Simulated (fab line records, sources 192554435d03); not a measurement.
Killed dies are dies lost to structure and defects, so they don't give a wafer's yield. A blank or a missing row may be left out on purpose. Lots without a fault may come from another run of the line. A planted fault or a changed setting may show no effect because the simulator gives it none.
fab line records | flow n5_finfet
record lots=7 wafers=21
route steps=1938 shown WELL_APT@21 PMOS_HMC_CHANNEL_EPI@57 FIN_CUT@176 DUMMY_GATE@222 SD_EPI_N@278
start_h: hours from the record's first day to the start of the lot's first wafer shown | wait_h: hours since the lot's step before | " the same as in the row above | L1.1+2: a row that stands for several wafers | - no value, or no start given | * or withheld: withheld | < > ~ a bound
route shown NAME@n: a module of which the file shows steps, and the number in the route of the first | usual: mean/standard deviation of fault-free wafers | same: alike in all rows | chamber/n: place in a boat | sites: the reading at each site | _std_site: their standard deviation | _edge_site: outer sites' mean less inner sites' | radius_mm: how far each site lies from the wafer's centre | mask NAME#n: copy n | behind: the tool/chamber that last shaped the wafer | hold: why the lot was held/for how many hours/how that ended | device: the transistor (n, p or np) that didn't switch | end of line: the same wafers' tests at the end of the route | a step without rows: its recipe alone | killed: dies lost to structure and defects at the first sort, not the wafer's yield | map: a wafer's dies, x killed, . not, _ none there
set.NAME: the setting as run; set.NAME@STEP: as run at that earlier step | model.NAME: the simulator's own value behind a step, which no gauge read
lots whose settings were changed on purpose; a table a step, a row a wafer
## steps
# step N5_WELL_APT_COAT_02
# recipe spin_rpm=1357 resist_thk_nm=950
# columns lot.wafer tool chamber start_h wait_h set.spin_rpm model.coat_of_WELL_APT_COAT_02.thk_nm
L080.1 litho_track-03 0 - - 1357 956.5
L080.2 " 0 " " 1357 954.6
L080.5 " 0 " " 1357 954.9
L081.3 litho_track-03 0 - - 1421 933.2
L081.4 " 0 " " 1357 955.1
L081.6 " 0 " " 1421 931.9
L084.1 litho_track-04 0 - - 1468 912.9
L084.4 " 0 " " 1357 949.7
L084.5 " 0 " " 1468 911.1
L088.1 litho_track-03 0 - - 1244 996
L088.2 " 0 " " 1357 955.9
L088.3 " 0 " " 1244 993.5
L091.1 litho_track-03 0 - - 1310 961.9
L091.5 " 0 " " 1357 947.3
L091.6 " 0 " " 1310 966.1
L093.1 litho_track-04 0 - - 1357 949.2
L093.2 " 0 " " 1357 943.4
L093.5 " 0 " " 1357 947.2
L095.3 litho_track-04 0 - - 1357 942.9
L095.4 " 0 " " 1278 972.1
L095.6 " 0 " " 1357 945.1
# step N5_WELL_APT_EXPOSE_05
# recipe mask_id=NWELL na=0.8 source_shape=conventional sigma_outer=0.8 polarization=unpolarized defocus_nm=0 target_cd_nm=200 dose_mj=20.3
# columns lot.wafer tool chamber start_h wait_h mask set.dose_mj
L080.1+2+5 krf_scanner-02 0 49.64 - NWELL#0 20.3
L081.3+4 krf_scanner-02 0 55.75 - NWELL#0 20.3
L081.6 " 0 " " NWELL#0 21.12
L084.1 krf_scanner-01 0 73.66 - NWELL#0 20.3
L084.4+5 " 0 " " NWELL#0 19.36
L088.1 krf_scanner-01 0 97.38 - NWELL#0 20.94
L088.2+3 " 0 " " NWELL#0 20.3
L091.1 krf_scanner-01 0 115.76 - NWELL#0 20.3
L091.5+6 " 0 " " NWELL#0 20.9
L093.1+2 krf_scanner-02 0 127.39 - NWELL#0 19.03
L093.5 " 0 " " NWELL#0 20.3
L095.3+4 krf_scanner-01 0 139.40 - NWELL#0 20.3
L095.6 " 0 " " NWELL#0 20.68
# step N5_WELL_APT_PEB_06
# recipe peb_temp_c=130 peb_time_s=90
# step N5_WELL_APT_DEVELOP_07
# recipe develop_time_s=45 rinse_liquid=surfactant_rinse dry=air_spin dev_temp_c=21
# step N5_WELL_APT_HARDBAKE_12
# recipe temp_c=130 time_s=120
# step N5_WELL_APT_CD_MEAS_08
# recipe target_cd_nm=200 landing_energy_ev=500 detector=se_inlens
# usual cd_nm=200.3/2
# columns lot.wafer tool chamber start_h wait_h set.dose_mj@WELL_APT_EXPOSE_05 cd_nm
L080.1 cd_sem-02 0 49.81 - 20.3 201.8
L080.2 " 0 " " 20.3 199.8
L080.5 " 0 " " 20.3 199.2
L081.3 cd_sem-02 0 55.91 - 20.3 203.2
L081.4 " 0 " " 20.3 202.4
L081.6 " 0 " " 21.12 209.8
L084.1 cd_sem-01 0 73.83 - 20.3 200.2
L084.4 " 0 " " 19.36 192.1
L084.5 " 0 " " 19.36 192.8
L088.1 cd_sem-02 0 97.56 - 20.94 200.6
L088.2 " 0 " " 20.3 197.3
L088.3 " 0 " " 20.3 198.6
L091.1 cd_sem-02 0 115.93 - 20.3 204.0
L091.5 " 0 " " 20.9 207.2
L091.6 " 0 " " 20.9 208.9
L093.1 cd_sem-01 0 127.56 - 19.03 189.6
L093.2 " 0 " " 19.03 191.7
L093.5 " 0 " " 20.3 200.0
L095.3 cd_sem-02 0 139.57 - 20.3 197.0
L095.4 " 0 " " 20.3 198.3
L095.6 " 0 " " 20.68 200.8
# step N5_WELL_APT_DESCUM_13
# recipe chemistry=O2 time_s=7.9 source_power_w=50 bias_power_w=20 pressure_mtorr=20 rf_frequency_hz=2.712e+07 temp_c=40 o2_flow_sccm=225
# columns lot.wafer tool chamber start_h wait_h set.dose_mj@WELL_APT_EXPOSE_05 model.WELL_APT.cd_nm
L080.1 rie_diel-03 0 49.91 0.0 20.3 201.9
L080.2 " 2 " " 20.3 199.8
L080.5 " 2 " " 20.3 199.3
L081.3 rie_diel-03 3 56.00 0.0 20.3 203.1
L081.4 " 3 " " 20.3 202.7
L081.6 " 1 " " 21.12 209.9
L084.1 rie_diel-06 1 74.04 0.2 20.3 200
L084.4 " 1 " " 19.36 192
L084.5 " 0 " " 19.36 192.6
L088.1 rie_diel-06 2 97.68 0.1 20.94 200.2
L088.2 " 0 " " 20.3 197.6
L088.3 " 1 " " 20.3 199
L091.1 rie_diel-03 3 116.02 0.0 20.3 203.8
L091.5 " 3 " " 20.9 207.6
L091.6 " 2 " " 20.9 209.1
L093.1 rie_diel-02 2 127.65 0.0 19.03 189.2
L093.2 " 1 " " 19.03 191.9
L093.5 " 0 " " 20.3 200
L095.3 rie_diel-02 2 139.71 0.1 20.3 196.8
L095.4 " 3 " " 20.3 197.9
L095.6 " 3 " " 20.68 200.8
# step N5_PMOS_HMC_CHANNEL_EPI_HM_DEP_34
# recipe material=SiO2 target_thk_a=360 temp_c=400 precursor=TEOS/O2 pressure_torr=6.5 rf_w=900 teos_flow_sccm=161.4 gas=O2 flow_sccm=2650 time_s=6.9
# columns lot.wafer tool chamber start_h wait_h set.time_s model.SiO2_of_PMOS_HMC_CHANNEL_EPI_HM_DEP_34.thk_nm
L080.1 pecvd-03 2 52.93 0.0 6.9 35.79
L080.2 " 0 " " 6.9 36.15
L080.5 " 1 " " 6.9 35.94
L081.3 pecvd-03 1 58.95 0.0 7.798 39.63
L081.4 " 2 " " 6.9 36.08
L081.6 " 1 " " 6.9 36.15
L084.1 pecvd-03 0 77.07 0.0 6.9 35.68
L084.4 " 2 " " 6.9 35.19
L084.5 " 0 " " 6.9 35.94
L088.1 pecvd-03 0 100.70 0.0 7.629 40.35
L088.2 " 2 " " 6.9 35.71
L088.3 " 0 " " 7.629 40.54
L091.1 pecvd-02 0 119.20 0.0 6.9 35.45
L091.5 " 0 " " 6.292 32.98
L091.6 " 2 " " 6.292 32.38
L093.1 pecvd-02 0 130.68 0.0 6.9 36.21
L093.2 " 1 " " 6.9 35.75
L093.5 " 2 " " 6.9 36.2
L095.3 pecvd-03 2 142.65 0.0 6.345 32.51
L095.4 " 0 " " 6.9 36.66
L095.6 " 1 " " 6.345 32.84
# step N5_PMOS_HMC_CHANNEL_EPI_PEB_07
# recipe peb_temp_c=110 peb_time_s=60 resist=CAR-ArF-block
# columns lot.wafer tool chamber start_h wait_h set.peb_temp_c
L080.1+2+5 litho_track-01 0 53.27 0.1 110
L081.3 litho_track-02 0 59.17 0.0 110
L081.4+6 " 0 " " 108
L084.1+4 litho_track-05 0 77.41 0.1 113.2
L084.5 " 0 " " 110
L088.1+2 litho_track-02 0 101.06 0.1 110
L088.3 " 0 " " 108.5
L091.1+5+6 litho_track-05 0 119.53 0.1 110
L093.1+2+5 litho_track-01 0 131.02 0.1 110
L095.3+4+6 litho_track-02 0 142.99 0.0 110
# step N5_PMOS_HMC_CHANNEL_EPI_DEVELOP_08
# recipe develop_time_s=30 developer=TMAH resist=CAR-ArF-block dev_temp_c=23 rinse_liquid=diw dry=air_spin
# step N5_PMOS_HMC_CHANNEL_EPI_CD_MEAS_09
# recipe target_cd_nm=237.4 landing_energy_ev=500 detector=se_inlens
# usual cd_nm=237.3/1.1
# columns lot.wafer tool chamber start_h wait_h set.peb_temp_c@PMOS_HMC_CHANNEL_EPI_PEB_07 cd_nm
L080.1 cd_sem-02 0 53.33 - 110 239.9
L080.2 " 0 " " 110 235.4
L080.5 " 0 " " 110 237.7
L081.3 cd_sem-01 0 59.24 - 110 238.1
L081.4 " 0 " " 108 231.7
L081.6 " 0 " " 108 230.6
L084.1 cd_sem-02 0 77.48 - 113.2 245.6
L084.4 " 0 " " 113.2 246.2
L084.5 " 0 " " 110 236.7
L088.1 cd_sem-01 0 101.12 - 110 238.5
L088.2 " 0 " " 110 238.7
L088.3 " 0 " " 108.5 234.0
L091.1 cd_sem-02 0 119.60 - 110 235.7
L091.5 " 0 " " 110 236.3
L091.6 " 0 " " 110 236.5
L093.1 cd_sem-01 0 131.08 - 110 236.8
L093.2 " 0 " " 110 237.7
L093.5 " 0 " " 110 237.3
L095.3 cd_sem-01 0 143.06 - 110 235.7
L095.4 " 0 " " 110 237.1
L095.6 " 0 " " 110 237.4
# step N5_PMOS_HMC_CHANNEL_EPI_DESCUM_14
# recipe chemistry=O2 time_s=7.9 source_power_w=50 bias_power_w=20 pressure_mtorr=20 rf_frequency_hz=2.712e+07 temp_c=40 resist=CAR-ArF-block o2_flow_sccm=225
# columns lot.wafer tool chamber start_h wait_h set.peb_temp_c@PMOS_HMC_CHANNEL_EPI_PEB_07 model.PMOS_HMC_CHANNEL_EPI.cd_nm
L080.1 rie_diel-05 1 53.42 0.0 110 239.8
L080.2 " 3 " " 110 235.6
L080.5 " 1 " " 110 237.5
L081.3 rie_diel-01 2 59.32 0.0 110 238
L081.4 " 0 " " 108 231.6
L081.6 " 1 " " 108 230.9
L084.1 rie_diel-04 0 77.57 0.0 113.2 246.2
L084.4 " 3 " " 113.2 246
L084.5 " 1 " " 110 237
L088.1 rie_diel-05 0 101.21 0.0 110 238.4
L088.2 " 3 " " 110 238.6
L088.3 " 2 " " 108.5 234.1
L091.1 rie_diel-01 0 119.69 0.0 110 235.6
L091.5 " 1 " " 110 236.2
L091.6 " 0 " " 110 236.4
L093.1 rie_diel-01 1 131.17 0.0 110 236.7
L093.2 " 0 " " 110 237.9
L093.5 " 1 " " 110 237.6
L095.3 rie_diel-05 2 143.29 0.2 110 235.9
L095.4 " 1 " " 110 237
L095.6 " 3 " " 110 237.7
# step N5_PMOS_HMC_CHANNEL_EPI_ETCH_32
# recipe chemistry=N2/H2 target=BARC stop_on=SiO2 target_depth_a=858 over_etch_frac=0.3 time_s=50.3 ion_energy_ev=200 mask_material=CAR-ArF-block pressure_mtorr=30 source_w=840 bias_w=150 n2_flow_sccm=200 h2_flow_sccm=200
# columns lot.wafer tool chamber start_h wait_h set.peb_temp_c@PMOS_HMC_CHANNEL_EPI_PEB_07 model.PMOS_HMC_CHANNEL_EPI.cd_nm
L080.1 rie_diel-05 1 53.46 0.0 110 242.1
L080.2 " 3 " " 110 238.7
L080.5 " 1 " " 110 240.1
L081.3 rie_diel-01 2 59.36 0.0 110 241.1
L081.4 " 0 " " 108 234.2
L081.6 " 1 " " 108 234.6
L084.1 rie_diel-04 0 77.60 0.0 113.2 247.4
L084.4 " 3 " " 113.2 247.5
L084.5 " 1 " " 110 239.9
L088.1 rie_diel-05 0 101.25 0.0 110 241.4
L088.2 " 3 " " 110 241.6
L088.3 " 2 " " 108.5 236.6
L091.1 rie_diel-01 0 119.74 0.0 110 238.5
L091.5 " 1 " " 110 239.1
L091.6 " 0 " " 110 239
L093.1 rie_diel-01 1 131.23 0.0 110 239.6
L093.2 " 0 " " 110 241
L093.5 " 1 " " 110 240.4
L095.3 rie_diel-05 2 143.33 0.0 110 238.5
L095.4 " 1 " " 110 239.5
L095.6 " 3 " " 110 240.3
# step N5_PMOS_HMC_CHANNEL_EPI_HM_OPEN_15
# recipe chemistry=CHF3/O2 target=SiO2 mask_material=CAR-ArF-block target_depth_a=406 CHF3_flow_sccm=50 O2_flow_sccm=5 Ar_flow_sccm=200 time_s=20.3 pressure_mtorr=30 source_w=650 bias_w=170 ion_energy_ev=200
# step N5_PMOS_HMC_CHANNEL_EPI_STRIP_33
# recipe chemistry=N2/H2 power_w=500 temp_c=40 pressure_mtorr=50 rf_frequency_hz=6e+07 overash_fraction=0.3 bias_power_w=8 h2_frac=0.5 n2_flow_sccm=300 h2_flow_sccm=300
# step N5_PMOS_HMC_CHANNEL_EPI_STRIP_17
# recipe chemistry=SPM time_s=750 temp_c=130 h2so4_h2o2_vol_ratio=4 dry=ipa_marangoni
# step N5_PMOS_HMC_CHANNEL_EPI_ETCH_38
# recipe chemistry=CF4 target=SiO2 target_depth_a=15 ion_energy_ev=350 pressure_mtorr=10 icp_w=800 bias_w=400 cf4_flow_sccm=80
# step N5_PMOS_HMC_CHANNEL_EPI_FIN_RECESS_16
# recipe chemistry=HBr/Cl2 target=Si mask_material=SiO2 target_depth_a=540 time_s=18 pressure_mtorr=10 icp_w=800 bias_w=75 HBr_flow_sccm=150 Cl2_flow_sccm=80
# columns lot.wafer tool chamber start_h wait_h set.time_s@PMOS_HMC_CHANNEL_EPI_HM_DEP_34 model.SiO2_of_PMOS_HMC_CHANNEL_EPI_HM_DEP_34.thk_nm
L080.1 rie_si-01 1 53.88 0.0 6.9 30.06
L080.2 " 0 " " 6.9 30.68
L080.5 " 1 " " 6.9 30.21
L081.3 rie_si-05 1 59.78 0.0 7.798 33.9
L081.4 " 2 " " 6.9 30.24
L081.6 " 2 " " 6.9 30.27
L084.1 rie_si-01 1 78.02 0.0 6.9 29.99
L084.4 " 0 " " 6.9 29.67
L084.5 " 0 " " 6.9 30.44
L088.1 rie_si-03 2 101.67 0.0 7.629 34.8
L088.2 " 3 " " 6.9 29.92
L088.3 " 1 " " 7.629 34.89
L091.1 rie_si-03 3 120.23 0.0 6.9 29.7
L091.5 " 0 " " 6.292 27.42
L091.6 " 3 " " 6.292 26.7
L093.1 rie_si-01 3 131.72 0.0 6.9 30.43
L093.2 " 0 " " 6.9 30.27
L093.5 " 0 " " 6.9 30.73
L095.3 rie_si-01 1 143.76 0.0 6.345 26.91
L095.4 " 0 " " 6.9 31.2
L095.6 " 2 " " 6.345 27.14
# step N5_FIN_CUT_CUT_ETCH_15
# recipe chemistry=HBr/Cl2/O2 target=Si target_depth_a=1000 bt_time_s=10 mask_material=SOC time_s=42.4 ion_energy_ev=* bias_w=* pressure_mtorr=10 icp_w=800 HBr_flow_sccm=150 Cl2_flow_sccm=80 O2_flow_sccm=12
# columns lot.wafer tool chamber start_h wait_h set.bias_w model.SOC_of_FIN_CUT_COAT_18.thk_nm
L080.1 rie_si-05 0 63.97 0.1 * 169.6
L080.2+5 " 2,1 " " * 169.2
L081.3 rie_si-05 0 69.99 0.0 * 170
L081.4 " 1 " " * 172.8
L081.6 " 2 " " * 169.6
L084.1 rie_si-05 3 89.49 0.1 * 169.2
L084.4 " 2 " " * 168.8
L084.5 " 1 " " * 167.8
L088.1 rie_si-03 3 111.98 0.1 * 168.6
L088.2 " 1 " " * 170.2
L088.3 " 2 " " * 168.8
L091.1+5 rie_si-05 1,3 130.09 0.1 * 171.6
L091.6 " 2 " " * 169.2
L093.1 rie_si-05 3 140.64 0.1 * 168.2
L093.2 " 0 " " * 167.6
L093.5 " 1 " " * 169
L095.3 rie_si-05 2 153.26 0.0 * 172.4
L095.4 " 3 " " * 173.2
L095.6 " 1 " " * 171.6
# step N5_DUMMY_GATE_COAT_34
# recipe resist=SOC temp_c=250 time_s=60 spin_rpm=1500 resist_thk_nm=60
# columns lot.wafer tool chamber start_h wait_h set.spin_rpm model.SOC_of_DUMMY_GATE_COAT_34.thk_nm
L080.1+5 litho_track-04 0 81.82 0.1 1500 60
L080.2 " 0 " " 1500 60.2
L081.3+4 litho_track-04 0 87.22 0.0 1500 60
L081.6 " 0 " " 1500 60.2
L084.1 litho_track-01 0 106.84 0.0 1500 60
L084.4 " 0 " " 1331 63.8
L084.5 " 0 " " 1500 60.2
L088.1 litho_track-05 0 132.75 0.1 1500 59.8
L088.2 " 0 " " 1500 60
L088.3 " 0 " " 1347 63.4
L091.1 litho_track-01 0 149.67 0.0 1637 57.6
L091.5 " 0 " " 1500 60.2
L091.6 " 0 " " 1500 60
L093.1 litho_track-01 0 157.91 0.0 1500 60.4
L093.2 " 0 " " 1545 59.6
L093.5 " 0 " " 1545 59.8
L095.3 litho_track-01 0 170.67 0.0 1500 60.2
L095.4+6 " 0 " " 1660 57.2
# step N5_DUMMY_GATE_EXPOSE_12
# recipe mask_id=GATE na=0.33 source_shape=annular sigma_inner=0.2 sigma_outer=0.6 polarization=unpolarized target_cd_nm=25 dose_mj=34
# columns lot.wafer tool chamber start_h wait_h mask set.dose_mj
L080.1+2+5 euv_scanner-02 0 82.10 - GATE#0 34
L081.3+4 euv_scanner-02 0 87.37 - GATE#0 34
L081.6 " 0 " " GATE#0 35.63
L084.1 euv_scanner-01 0 106.98 - GATE#0 34
L084.4+5 " 0 " " GATE#0 34.84
L088.1+2 euv_scanner-01 0 133.01 - GATE#0 35.57
L088.3 " 0 " " GATE#0 34
L091.1+5 euv_scanner-01 0 149.82 - GATE#0 34
L091.6 " 0 " " GATE#0 32.79
L093.1+5 euv_scanner-02 0 158.17 - GATE#0 34
L093.2 " 0 " " GATE#0 34.91
L095.3 euv_scanner-02 0 170.95 - GATE#0 34
L095.4+6 " 0 " " GATE#0 34.97
# step N5_DUMMY_GATE_PEB_13
# recipe peb_temp_c=100 peb_time_s=60 resist=CAR-EUV
# step N5_DUMMY_GATE_DEVELOP_14
# recipe develop_time_s=30 developer=TMAH resist=CAR-EUV rinse_liquid=surfactant_rinse dry=air_spin dev_temp_c=23
# step N5_DUMMY_GATE_ETCH_29
# recipe chemistry=N2/H2 target=underlayer target_depth_a=130 ion_energy_ev=200 pressure_mtorr=30 source_w=840 bias_w=150 n2_flow_sccm=200 h2_flow_sccm=200
# step N5_DUMMY_GATE_ETCH_36
# recipe chemistry=CF4 target=SiARC target_depth_a=130 pressure_mtorr=40 source_w=545 bias_w=36 Ar_flow_sccm=100 cf4_flow_sccm=100 ion_energy_ev=80
# step N5_DUMMY_GATE_ETCH_37
# recipe chemistry=N2/H2 target=SOC target_depth_a=600 overetch_a=300 temp_c=40 ion_energy_ev=200 pressure_mtorr=30 source_w=840 bias_w=150 n2_flow_sccm=200 h2_flow_sccm=200
# columns lot.wafer tool chamber start_h wait_h set.spin_rpm@DUMMY_GATE_COAT_34 model.etch.depth_nm
L080.1 rie_diel-05 0 82.51 0.0 1500 59.99
L080.2 " 2 " " 1500 60.15
L080.5 " 1 " " 1500 60.04
L081.3 rie_diel-05 1 87.76 0.0 1500 60.02
L081.4 " 2 " " 1500 60
L081.6 " 2 " " 1500 60.14
L084.1 rie_diel-04 1 107.52 0.0 1500 60.04
L084.4 " 3 " " 1331 63.77
L084.5 " 2 " " 1500 60.11
L088.1 rie_diel-05 3 133.41 0.0 1500 59.82
L088.2 " 0 " " 1500 60.01
L088.3 " 1 " " 1347 63.36
L091.1 rie_diel-04 1 150.23 0.0 1637 57.58
L091.5 " 0 " " 1500 60.19
L091.6 " 1 " " 1500 60.03
L093.1 rie_diel-04 3 158.58 0.0 1500 60.41
L093.2 " 0 " " 1545 59.7
L093.5 " 1 " " 1545 59.78
L095.3 rie_diel-04 1 171.34 0.0 1500 60.12
L095.4 " 3 " " 1660 57.12
L095.6 " 2 " " 1660 57.28
# step N5_SD_EPI_N_ETCH_45
# recipe chemistry=CH3F/O2 target=SiOCN target_depth_a=60 mask_material=SOC ion_energy_ev=60 bias_w=29 pressure_mtorr=15 source_w=410 Ar_flow_sccm=150 CH3F_flow_sccm=30 O2_flow_sccm=20
# columns lot.wafer tool chamber start_h wait_h set.target_depth_a model.etch.depth_nm
L080.1 rie_diel-06 1 85.74 0.1 60 6.053
L080.2 " 0 " " 60 6.028
L080.5 " 1 " " 60 6.055
L081.3 rie_diel-03 1 90.78 0.1 60 5.807
L081.4 " 0 " " 60 5.867
L081.6 " 3 " " 60 6.102
L084.1 rie_diel-03 2 110.44 0.1 60 6.05
L084.4 " 0 " " 63.64 6.296
L084.5 " 2 " " 63.64 6.463
L088.1 rie_diel-02 2 136.02 0.1 60 6.008
L088.2 " 1 " " 56.26 5.579
L088.3 " 3 " " 60 5.991
L091.1 rie_diel-03 0 153.20 0.1 60 5.859
L091.5 " 0 " " 60 5.929
L091.6 " 1 " " 60 6.101
L093.1 rie_diel-03 1 161.56 0.1 60 6.148
L093.2 " 2 " " 60 6.029
L093.5 " 2 " " 53.89 5.395
L095.3 rie_diel-06 3 174.22 0.1 60 6.35
L095.4 " 2 " " 60 6.177
L095.6 " 2 " " 60 6.201
## key
split step=N5_WELL_APT_COAT_02 setting=spin_rpm stated=1357 by=wafer
response step=N5_WELL_APT_COAT_02 reading=model.coat_of_WELL_APT_COAT_02.thk_nm change=-4.69 per=1% r=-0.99
split step=N5_WELL_APT_EXPOSE_05 setting=dose_mj stated=20.3 by=wafer
response step=N5_WELL_APT_CD_MEAS_08 reading=cd_nm change=+1.5 per=1% r=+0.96
response step=N5_WELL_APT_DESCUM_13 reading=model.WELL_APT.cd_nm change=+1.51 per=1% r=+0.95
split step=N5_PMOS_HMC_CHANNEL_EPI_HM_DEP_34 setting=time_s stated=6.9 by=wafer
response step=N5_PMOS_HMC_CHANNEL_EPI_HM_DEP_34 reading=model.SiO2_of_PMOS_HMC_CHANNEL_EPI_HM_DEP_34.thk_nm change=+0.36 per=1% r=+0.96
response step=N5_PMOS_HMC_CHANNEL_EPI_FIN_RECESS_16 reading=model.SiO2_of_PMOS_HMC_CHANNEL_EPI_HM_DEP_34.thk_nm change=+0.369 per=1% r=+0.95
split step=N5_PMOS_HMC_CHANNEL_EPI_PEB_07 setting=peb_temp_c stated=110 by=wafer
response step=N5_PMOS_HMC_CHANNEL_EPI_CD_MEAS_09 reading=cd_nm change=+3.34 per=1% r=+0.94
response step=N5_PMOS_HMC_CHANNEL_EPI_DESCUM_14 reading=model.PMOS_HMC_CHANNEL_EPI.cd_nm change=+3.27 per=1% r=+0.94
response step=N5_PMOS_HMC_CHANNEL_EPI_ETCH_32 reading=model.PMOS_HMC_CHANNEL_EPI.cd_nm change=+2.99 per=1% r=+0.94
split step=N5_FIN_CUT_CUT_ETCH_15 setting=bias_w stated=* by=wafer
response step=N5_FIN_CUT_CUT_ETCH_15 reading=model.SOC_of_FIN_CUT_COAT_18.thk_nm change=-0.166 per=1% r=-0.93
split step=N5_DUMMY_GATE_COAT_34 setting=spin_rpm stated=1500 by=wafer
response step=N5_DUMMY_GATE_COAT_34 reading=model.SOC_of_DUMMY_GATE_COAT_34.thk_nm change=-0.307 per=1% r=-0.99
response step=N5_DUMMY_GATE_ETCH_37 reading=model.etch.depth_nm change=-0.304 per=1% r=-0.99
split step=N5_DUMMY_GATE_EXPOSE_12 setting=dose_mj stated=34 by=wafer
response none clear
split step=N5_SD_EPI_N_ETCH_45 setting=target_depth_a stated=60 by=wafer
response step=N5_SD_EPI_N_ETCH_45 reading=model.etch.depth_nm change=+0.0651 per=1% r=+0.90
